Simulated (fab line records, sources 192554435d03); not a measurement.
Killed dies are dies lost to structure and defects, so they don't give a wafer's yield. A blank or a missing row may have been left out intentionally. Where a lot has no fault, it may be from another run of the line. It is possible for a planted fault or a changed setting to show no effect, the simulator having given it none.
fab line records / flow n5Finfet
record lots=7 wafers=39
route steps=1938 shown BEOL_M12@1637 MIM_BOT@1833 PASSIVATION@1916
startH: hours from the record's opening day to when the first of the lot's shown wafers began / waitH: time in hours since the lot's previous step / " identical to the entry in the row above / L1.1+2: a single row standing in for several wafers / - no value, or no start was given / * or withheld: withheld / < > ~ a bound
route shown NAME@n: names a module that has steps shown in the file, with the first one's number in the route / usual: average and standard deviation across the fault-free wafers / same: alike in all rows / chamber/n: place in a boat / sites: per-site readings / _std_site: the standard deviation of these / _edge_site: the outer-site mean with the inner-site mean subtracted / radiusMm: how far each site lies from the wafer's centre / mask NAME#n: copy n / behind: the tool/chamber that last shaped the wafer / hold: cause of the lot's hold/its duration in hours/its outcome / device: transistor that didn't switch, given as n, p or np / end of line: tests of these same wafers at the route's end / for a step that has no rows: nothing shown but its recipe / killed: not the wafer's yield, but the dies lost to structure and defects at the first sort / map: a wafer's dies, x killed, . not, _ none there
set.NAME: the setting as run; set.NAME@STEP: as run at that earlier step / model.NAME: the simulator's own value behind a step, which no gauge read
lots whose settings were changed on purpose; a table a step, a row a wafer
## steps
# step N5_BEOL_M12_ETCH_68
# recipe chemistry=N2/H2 target=SOC maskMaterial=SiARC sourceW=3000 biasW=350 tempC=40 timeS=285 ionEnergyEv=200 pressureMtorr=30 n2FlowSccm=200 h2FlowSccm=200
lot.wafer=L075.1 tool=rieDiel-03 chamber=0 startH=281.68 waitH=0.1 set.timeS=382 model.SiARC_of_BEOL_M12_COAT_66.thkNm=78.4
lot.wafer=L075.2+5 tool=rieDiel-03 chamber=3,1 startH=281.68 waitH=0.1 set.timeS=285 model.SiARC_of_BEOL_M12_COAT_66.thkNm=86.2
lot.wafer=L075.3+6 tool=rieDiel-03 chamber=1,0 startH=281.68 waitH=0.1 set.timeS=382 model.SiARC_of_BEOL_M12_COAT_66.thkNm=78
lot.wafer=L075.4 tool=rieDiel-03 chamber=2 startH=281.68 waitH=0.1 set.timeS=285 model.SiARC_of_BEOL_M12_COAT_66.thkNm=86.6
lot.wafer=L074.1+2 tool=rieDiel-03 chamber=3,0 startH=282.17 waitH=0.1 set.timeS=285 model.SiARC_of_BEOL_M12_COAT_66.thkNm=86.6
lot.wafer=L074.3 tool=rieDiel-03 chamber=1 startH=282.17 waitH=0.1 set.timeS=417.6 model.SiARC_of_BEOL_M12_COAT_66.thkNm=75.6
lot.wafer=L074.4+6 tool=rieDiel-03 chamber=2 startH=282.17 waitH=0.1 set.timeS=417.6 model.SiARC_of_BEOL_M12_COAT_66.thkNm=76.2
lot.wafer=L074.5 tool=rieDiel-03 chamber=3 startH=282.17 waitH=0.1 set.timeS=285 model.SiARC_of_BEOL_M12_COAT_66.thkNm=87
lot.wafer=L083.1+2 tool=rieDiel-05 chamber=1,0 startH=328.16 waitH=0.1 set.timeS=285 model.SiARC_of_BEOL_M12_COAT_66.thkNm=86.4
lot.wafer=L083.3 tool=rieDiel-05 chamber=3 startH=328.16 waitH=0.1 set.timeS=165.1 model.SiARC_of_BEOL_M12_COAT_66.thkNm=96.4
lot.wafer=L083.4 tool=rieDiel-05 chamber=2 startH=328.16 waitH=0.1 set.timeS=285 model.SiARC_of_BEOL_M12_COAT_66.thkNm=86.2
lot.wafer=L083.5+6 tool=rieDiel-05 chamber=0,3 startH=328.16 waitH=0.1 set.timeS=165.1 model.SiARC_of_BEOL_M12_COAT_66.thkNm=96.8
lot.wafer=L089.1+5 tool=rieDiel-05 chamber=2,1 startH=346.47 waitH=0.1 set.timeS=392.8 model.SiARC_of_BEOL_M12_COAT_66.thkNm=77
lot.wafer=L089.2+3+6 tool=rieDiel-05 chamber=1,0,0 startH=346.47 waitH=0.1 set.timeS=285 model.SiARC_of_BEOL_M12_COAT_66.thkNm=86.2
lot.wafer=L089.4 tool=rieDiel-05 chamber=3 startH=346.47 waitH=0.1 set.timeS=392.8 model.SiARC_of_BEOL_M12_COAT_66.thkNm=76.8
lot.wafer=L086.1 tool=rieDiel-01 chamber=2 startH=347.28 waitH=0.1 set.timeS=152 model.SiARC_of_BEOL_M12_COAT_66.thkNm=96.8
lot.wafer=L086.2 tool=rieDiel-01 chamber=1 startH=347.28 waitH=0.1 set.timeS=285 model.SiARC_of_BEOL_M12_COAT_66.thkNm=86
lot.wafer=L086.3 tool=rieDiel-01 chamber=3 startH=347.28 waitH=0.1 set.timeS=285 model.SiARC_of_BEOL_M12_COAT_66.thkNm=85.4
lot.wafer=L086.4 tool=rieDiel-01 chamber=2 startH=347.28 waitH=0.1 set.timeS=152 model.SiARC_of_BEOL_M12_COAT_66.thkNm=96.6
lot.wafer=L086.5 tool=rieDiel-01 chamber=3 startH=347.28 waitH=0.1 set.timeS=152 model.SiARC_of_BEOL_M12_COAT_66.thkNm=97.2
lot.wafer=L086.6 tool=rieDiel-01 chamber=1 startH=347.28 waitH=0.1 set.timeS=285 model.SiARC_of_BEOL_M12_COAT_66.thkNm=85.6
lot.wafer=L092.2+5 tool=rieDiel-05 chamber=1,3 startH=386.12 waitH=0.1 set.timeS=285 model.SiARC_of_BEOL_M12_COAT_66.thkNm=85.8
lot.wafer=L092.4 tool=rieDiel-05 chamber=0 startH=386.12 waitH=0.1 set.timeS=285 model.SiARC_of_BEOL_M12_COAT_66.thkNm=85.2
lot.wafer=L094.1 tool=rieDiel-05 chamber=2 startH=393.20 waitH=0.1 set.timeS=285 model.SiARC_of_BEOL_M12_COAT_66.thkNm=86.4
lot.wafer=L094.2 tool=rieDiel-05 chamber=0 startH=393.20 waitH=0.1 set.timeS=285 model.SiARC_of_BEOL_M12_COAT_66.thkNm=86.2
lot.wafer=L094.3 tool=rieDiel-05 chamber=3 startH=393.20 waitH=0.1 set.timeS=117.3 model.SiARC_of_BEOL_M12_COAT_66.thkNm=100.4
lot.wafer=L094.4+5 tool=rieDiel-05 chamber=1,0 startH=393.20 waitH=0.1 set.timeS=117.3 model.SiARC_of_BEOL_M12_COAT_66.thkNm=100.2
lot.wafer=L094.6 tool=rieDiel-05 chamber=1 startH=393.20 waitH=0.1 set.timeS=285 model.SiARC_of_BEOL_M12_COAT_66.thkNm=86.6
# step N5_MIM_BOT_SPUTTER_00
# recipe material=TiN targetThkA=350 tempC=200 powerW=3000 chamberPressurePa=0.49996 gas=Ar reactivePartialPa=0.37997 timeS=89.7
lot.wafer=L075.1+2 tool=pvdSputter-03 chamber=- startH=304.69 waitH=0.0 set.targetThkA=350 model.TiN_of_MIM_BOT_SPUTTER_00.thkNm=35.2
lot.wafer=L075.3+4+5+6 tool=pvdSputter-03 chamber=- startH=304.69 waitH=0.0 set.targetThkA=350 model.TiN_of_MIM_BOT_SPUTTER_00.thkNm=35
lot.wafer=L074.1+4 tool=pvdSputter-03 chamber=- startH=309.97 waitH=0.0 set.targetThkA=412 model.TiN_of_MIM_BOT_SPUTTER_00.thkNm=41.2
lot.wafer=L074.2 tool=pvdSputter-03 chamber=- startH=309.97 waitH=0.0 set.targetThkA=350 model.TiN_of_MIM_BOT_SPUTTER_00.thkNm=35.4
lot.wafer=L074.3 tool=pvdSputter-03 chamber=- startH=309.97 waitH=0.0 set.targetThkA=350 model.TiN_of_MIM_BOT_SPUTTER_00.thkNm=35.2
lot.wafer=L074.5 tool=pvdSputter-03 chamber=- startH=309.97 waitH=0.0 set.targetThkA=350 model.TiN_of_MIM_BOT_SPUTTER_00.thkNm=34.8
lot.wafer=L074.6 tool=pvdSputter-03 chamber=- startH=309.97 waitH=0.0 set.targetThkA=412 model.TiN_of_MIM_BOT_SPUTTER_00.thkNm=41
lot.wafer=L083.1+5 tool=pvdSputter-01 chamber=- startH=351.22 waitH=0.0 set.targetThkA=501.1 model.TiN_of_MIM_BOT_SPUTTER_00.thkNm=49.8
lot.wafer=L083.2 tool=pvdSputter-01 chamber=- startH=351.22 waitH=0.0 set.targetThkA=501.1 model.TiN_of_MIM_BOT_SPUTTER_00.thkNm=50.2
lot.wafer=L083.3 tool=pvdSputter-01 chamber=- startH=351.22 waitH=0.0 set.targetThkA=350 model.TiN_of_MIM_BOT_SPUTTER_00.thkNm=34.8
lot.wafer=L083.4+6 tool=pvdSputter-01 chamber=- startH=351.22 waitH=0.0 set.targetThkA=350 model.TiN_of_MIM_BOT_SPUTTER_00.thkNm=35.4
lot.wafer=L089.1 tool=pvdSputter-01 chamber=- startH=378.34 waitH=0.0 set.targetThkA=468.9 model.TiN_of_MIM_BOT_SPUTTER_00.thkNm=47.4
lot.wafer=L089.2 tool=pvdSputter-01 chamber=- startH=378.34 waitH=0.0 set.targetThkA=350 model.TiN_of_MIM_BOT_SPUTTER_00.thkNm=35
lot.wafer=L089.3 tool=pvdSputter-01 chamber=- startH=378.34 waitH=0.0 set.targetThkA=350 model.TiN_of_MIM_BOT_SPUTTER_00.thkNm=35.4
lot.wafer=L089.4 tool=pvdSputter-01 chamber=- startH=378.34 waitH=0.0 set.targetThkA=350 model.TiN_of_MIM_BOT_SPUTTER_00.thkNm=35.2
lot.wafer=L089.5 tool=pvdSputter-01 chamber=- startH=378.34 waitH=0.0 set.targetThkA=468.9 model.TiN_of_MIM_BOT_SPUTTER_00.thkNm=46.6
lot.wafer=L089.6 tool=pvdSputter-01 chamber=- startH=378.34 waitH=0.0 set.targetThkA=468.9 model.TiN_of_MIM_BOT_SPUTTER_00.thkNm=47
lot.wafer=L086.1+6 tool=pvdSputter-03 chamber=- startH=382.45 waitH=0.0 set.targetThkA=189.1 model.TiN_of_MIM_BOT_SPUTTER_00.thkNm=19
lot.wafer=L086.2 tool=pvdSputter-03 chamber=- startH=382.45 waitH=0.0 set.targetThkA=350 model.TiN_of_MIM_BOT_SPUTTER_00.thkNm=35.2
lot.wafer=L086.3 tool=pvdSputter-03 chamber=- startH=382.45 waitH=0.0 set.targetThkA=350 model.TiN_of_MIM_BOT_SPUTTER_00.thkNm=34.8
lot.wafer=L086.4 tool=pvdSputter-03 chamber=- startH=382.45 waitH=0.0 set.targetThkA=189.1 model.TiN_of_MIM_BOT_SPUTTER_00.thkNm=18.8
lot.wafer=L086.5 tool=pvdSputter-03 chamber=- startH=382.45 waitH=0.0 set.targetThkA=350 model.TiN_of_MIM_BOT_SPUTTER_00.thkNm=35
lot.wafer=L092.2 tool=pvdSputter-01 chamber=- startH=410.93 waitH=0.0 set.targetThkA=350 model.TiN_of_MIM_BOT_SPUTTER_00.thkNm=35.6
lot.wafer=L092.4 tool=pvdSputter-01 chamber=- startH=410.93 waitH=0.0 set.targetThkA=350 model.TiN_of_MIM_BOT_SPUTTER_00.thkNm=35.4
lot.wafer=L092.5 tool=pvdSputter-01 chamber=- startH=410.93 waitH=0.0 set.targetThkA=350 model.TiN_of_MIM_BOT_SPUTTER_00.thkNm=35.2
lot.wafer=L094.1 tool=pvdSputter-01 chamber=- startH=424.69 waitH=0.0 set.targetThkA=223.4 model.TiN_of_MIM_BOT_SPUTTER_00.thkNm=22.6
lot.wafer=L094.2+6 tool=pvdSputter-01 chamber=- startH=424.69 waitH=0.0 set.targetThkA=350 model.TiN_of_MIM_BOT_SPUTTER_00.thkNm=35.2
lot.wafer=L094.3 tool=pvdSputter-01 chamber=- startH=424.69 waitH=0.0 set.targetThkA=223.4 model.TiN_of_MIM_BOT_SPUTTER_00.thkNm=22.4
lot.wafer=L094.4 tool=pvdSputter-01 chamber=- startH=424.69 waitH=0.0 set.targetThkA=223.4 model.TiN_of_MIM_BOT_SPUTTER_00.thkNm=23
lot.wafer=L094.5 tool=pvdSputter-01 chamber=- startH=424.69 waitH=0.0 set.targetThkA=350 model.TiN_of_MIM_BOT_SPUTTER_00.thkNm=35
# step N5_PASSIVATION_PECVD_35
# recipe material=SiNx targetThkA=7000 tempC=400 precursor=SiH4/NH3/N2 pressureTorr=4.9 rfW=1406 timeS=151.3
lot.wafer=L075.1 tool=pecvd-03 chamber=2 startH=314.30 waitH=0.1 set.timeS=151.3 model.SiNx_of_PASSIVATION_PECVD_35.thkNm=692.2
lot.wafer=L075.2 tool=pecvd-03 chamber=0 startH=314.30 waitH=0.1 set.timeS=206.8 model.SiNx_of_PASSIVATION_PECVD_35.thkNm=959.4
lot.wafer=L075.3 tool=pecvd-03 chamber=1 startH=314.30 waitH=0.1 set.timeS=206.8 model.SiNx_of_PASSIVATION_PECVD_35.thkNm=954.6
lot.wafer=L075.4 tool=pecvd-03 chamber=2 startH=314.30 waitH=0.1 set.timeS=151.3 model.SiNx_of_PASSIVATION_PECVD_35.thkNm=693.2
lot.wafer=L075.5 tool=pecvd-03 chamber=0 startH=314.30 waitH=0.1 set.timeS=206.8 model.SiNx_of_PASSIVATION_PECVD_35.thkNm=978
lot.wafer=L075.6 tool=pecvd-03 chamber=1 startH=314.30 waitH=0.1 set.timeS=151.3 model.SiNx_of_PASSIVATION_PECVD_35.thkNm=714
lot.wafer=L074.1 tool=pecvd-03 chamber=0 startH=322.79 waitH=0.1 set.timeS=151.3 model.SiNx_of_PASSIVATION_PECVD_35.thkNm=711
lot.wafer=L074.2 tool=pecvd-03 chamber=1 startH=322.79 waitH=0.1 set.timeS=151.3 model.SiNx_of_PASSIVATION_PECVD_35.thkNm=695.2
lot.wafer=L074.3 tool=pecvd-03 chamber=2 startH=322.79 waitH=0.1 set.timeS=151.3 model.SiNx_of_PASSIVATION_PECVD_35.thkNm=687.8
lot.wafer=L074.4 tool=pecvd-03 chamber=2 startH=322.79 waitH=0.1 set.timeS=151.3 model.SiNx_of_PASSIVATION_PECVD_35.thkNm=705.6
lot.wafer=L074.5 tool=pecvd-03 chamber=0 startH=322.79 waitH=0.1 set.timeS=151.3 model.SiNx_of_PASSIVATION_PECVD_35.thkNm=718.2
lot.wafer=L074.6 tool=pecvd-03 chamber=1 startH=322.79 waitH=0.1 set.timeS=151.3 model.SiNx_of_PASSIVATION_PECVD_35.thkNm=711.8
lot.wafer=L083.1 tool=pecvd-02 chamber=2 startH=362.19 waitH=0.1 set.timeS=151.3 model.SiNx_of_PASSIVATION_PECVD_35.thkNm=699.4
lot.wafer=L083.2 tool=pecvd-02 chamber=0 startH=362.19 waitH=0.1 set.timeS=151.3 model.SiNx_of_PASSIVATION_PECVD_35.thkNm=692.2
lot.wafer=L083.3 tool=pecvd-02 chamber=1 startH=362.19 waitH=0.1 set.timeS=151.3 model.SiNx_of_PASSIVATION_PECVD_35.thkNm=687
lot.wafer=L083.4 tool=pecvd-02 chamber=0 startH=362.19 waitH=0.1 set.timeS=151.3 model.SiNx_of_PASSIVATION_PECVD_35.thkNm=701.6
lot.wafer=L083.5 tool=pecvd-02 chamber=2 startH=362.19 waitH=0.1 set.timeS=151.3 model.SiNx_of_PASSIVATION_PECVD_35.thkNm=708.6
lot.wafer=L083.6 tool=pecvd-02 chamber=1 startH=362.19 waitH=0.1 set.timeS=151.3 model.SiNx_of_PASSIVATION_PECVD_35.thkNm=700.8
lot.wafer=L089.1 tool=pecvd-03 chamber=1 startH=386.14 waitH=0.1 set.timeS=183.7 model.SiNx_of_PASSIVATION_PECVD_35.thkNm=856.2
lot.wafer=L089.2 tool=pecvd-03 chamber=2 startH=386.14 waitH=0.1 set.timeS=151.3 model.SiNx_of_PASSIVATION_PECVD_35.thkNm=697.4
lot.wafer=L089.3 tool=pecvd-03 chamber=0 startH=386.14 waitH=0.1 set.timeS=151.3 model.SiNx_of_PASSIVATION_PECVD_35.thkNm=705.2
lot.wafer=L089.4 tool=pecvd-03 chamber=2 startH=386.14 waitH=0.1 set.timeS=183.7 model.SiNx_of_PASSIVATION_PECVD_35.thkNm=860.8
lot.wafer=L089.5 tool=pecvd-03 chamber=1 startH=386.14 waitH=0.1 set.timeS=151.3 model.SiNx_of_PASSIVATION_PECVD_35.thkNm=716
lot.wafer=L089.6 tool=pecvd-03 chamber=0 startH=386.14 waitH=0.1 set.timeS=183.7 model.SiNx_of_PASSIVATION_PECVD_35.thkNm=868.4
lot.wafer=L086.1 tool=pecvd-03 chamber=1 startH=390.44 waitH=0.1 set.timeS=81.55 model.SiNx_of_PASSIVATION_PECVD_35.thkNm=386.8
lot.wafer=L086.2 tool=pecvd-03 chamber=2 startH=390.44 waitH=0.1 set.timeS=151.3 model.SiNx_of_PASSIVATION_PECVD_35.thkNm=694.4
lot.wafer=L086.3 tool=pecvd-03 chamber=0 startH=390.44 waitH=0.1 set.timeS=81.55 model.SiNx_of_PASSIVATION_PECVD_35.thkNm=390.6
lot.wafer=L086.4 tool=pecvd-03 chamber=2 startH=390.44 waitH=0.1 set.timeS=151.3 model.SiNx_of_PASSIVATION_PECVD_35.thkNm=707
lot.wafer=L086.5 tool=pecvd-03 chamber=0 startH=390.44 waitH=0.1 set.timeS=151.3 model.SiNx_of_PASSIVATION_PECVD_35.thkNm=721
lot.wafer=L086.6 tool=pecvd-03 chamber=1 startH=390.44 waitH=0.1 set.timeS=81.55 model.SiNx_of_PASSIVATION_PECVD_35.thkNm=390.8
lot.wafer=L092.2 tool=pecvd-01 chamber=0 startH=420.45 waitH=0.1 set.timeS=151.3 model.SiNx_of_PASSIVATION_PECVD_35.thkNm=684.8
lot.wafer=L092.4 tool=pecvd-01 chamber=0 startH=420.45 waitH=0.1 set.timeS=151.3 model.SiNx_of_PASSIVATION_PECVD_35.thkNm=697.4
lot.wafer=L092.5 tool=pecvd-01 chamber=2 startH=420.45 waitH=0.1 set.timeS=151.3 model.SiNx_of_PASSIVATION_PECVD_35.thkNm=690.2
lot.wafer=L094.1 tool=pecvd-02 chamber=2 startH=434.48 waitH=0.1 set.timeS=151.3 model.SiNx_of_PASSIVATION_PECVD_35.thkNm=700.8
lot.wafer=L094.2 tool=pecvd-02 chamber=0 startH=434.48 waitH=0.1 set.timeS=81.85 model.SiNx_of_PASSIVATION_PECVD_35.thkNm=376.2
lot.wafer=L094.3 tool=pecvd-02 chamber=1 startH=434.48 waitH=0.1 set.timeS=81.85 model.SiNx_of_PASSIVATION_PECVD_35.thkNm=380.8
lot.wafer=L094.4 tool=pecvd-02 chamber=0 startH=434.48 waitH=0.1 set.timeS=151.3 model.SiNx_of_PASSIVATION_PECVD_35.thkNm=713.4
lot.wafer=L094.5 tool=pecvd-02 chamber=1 startH=434.48 waitH=0.1 set.timeS=151.3 model.SiNx_of_PASSIVATION_PECVD_35.thkNm=697.2
lot.wafer=L094.6 tool=pecvd-02 chamber=2 startH=434.48 waitH=0.1 set.timeS=81.85 model.SiNx_of_PASSIVATION_PECVD_35.thkNm=394.2
## key
split step=N5_BEOL_M12_ETCH_68 setting=timeS stated=285 by=wafer
response step=N5_BEOL_M12_ETCH_68 reading=model.SiARC_of_BEOL_M12_COAT_66.thkNm change=-0.239 per=1% r=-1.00
split step=N5_MIM_BOT_SPUTTER_00 setting=targetThkA stated=350 by=wafer
response step=N5_MIM_BOT_SPUTTER_00 reading=model.TiN_of_MIM_BOT_SPUTTER_00.thkNm change=+0.345 per=1% r=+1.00
split step=N5_PASSIVATION_PECVD_35 setting=timeS stated=151.3 by=wafer
response step=N5_PASSIVATION_PECVD_35 reading=model.SiNx_of_PASSIVATION_PECVD_35.thkNm change=+7.02 per=1% r=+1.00
